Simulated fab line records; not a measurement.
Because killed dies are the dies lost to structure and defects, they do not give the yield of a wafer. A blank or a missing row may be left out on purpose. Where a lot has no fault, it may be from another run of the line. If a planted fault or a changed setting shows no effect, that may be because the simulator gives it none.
The tool behind it: which one? | flow n5 finfet | 6 lots with 17 wafers sampled at 3 steps, on a route of 1938 steps

WHAT THE GAUGES SHOWED, per wafer
N5_PASSIVATION_OVL_MEAS_60.
lot  | measured     | on         | TV_OVL (nm)
L721 | day 11 21:23 | overlay-02 | 7 4 5
L724 | day 12 10:58 | overlay-01 | 5 3 -1
L725 | day 12 23:19 | overlay-02 | 2 5
L735 | day 15 01:29 | overlay-01 | 4 -3 8
L734 | day 15 12:42 | overlay-02 | 7 3 2
L743 | day 17 13:40 | overlay-02 | 4 2 -4

TOOL THAT RAN EACH LOT (tool first, then ch and the chambers of the sampled wafers, then the start)
lot  | N5_BEOL_M15_ETCH_38                | N5_MIM_TOP_ETCH_PECVD_03
L721 | rie diel-03 ch 1,2, day 11 14:20   | pecvd-01 ch 0,2, day 11 19:03
L724 | rie diel-03 ch 0,1,2, day 12 02:07 | pecvd-01 ch 1,2, day 12 07:01
L725 | rie diel-02 ch 1,2, day 12 14:55   | pecvd-02 ch 1,2, day 12 19:46
L735 | rie diel-02 ch 2,3, day 14 14:17   | pecvd-02 ch 0,2, day 14 21:11
L734 | rie diel-02 ch 0,1,3, day 15 02:20 | pecvd-02 ch 1,2, day 15 08:47
L743 | rie diel-03 ch 2,3, day 17 05:20   | pecvd-01 ch 0,2, day 17 09:41
- N5_BEOL_M15_ETCH_38: etches SiCN in CF4/N2, target depth 106.4 nm, time 120.5 s.
- N5_MIM_TOP_ETCH_PECVD_03: deposits SiNx from SiH4/NH3/N2, target thk 20 nm, time 17.6 s.

THE ANSWER, worked out from the rows above alone
Rule: what is usual is taken from the lots themselves. The widest of any qualifying gaps counts: lots, ordered by their means at a reading, are off when they make up no more than a third of the lots, leave a main group of 4 or more, and stand apart from it by 3 or more times the standard deviation of that group's means. If all means in a main group match to the digits the tables above print for the reading, that group is not used. A lot without any number at a reading at which 4 lots or more have one is off too. Where the step has rows for the other lots, those lots are counted as sound.
Nothing can be told from this: no lot is off at any reading shown.

WHAT THE SIMULATOR HAD PUT IN
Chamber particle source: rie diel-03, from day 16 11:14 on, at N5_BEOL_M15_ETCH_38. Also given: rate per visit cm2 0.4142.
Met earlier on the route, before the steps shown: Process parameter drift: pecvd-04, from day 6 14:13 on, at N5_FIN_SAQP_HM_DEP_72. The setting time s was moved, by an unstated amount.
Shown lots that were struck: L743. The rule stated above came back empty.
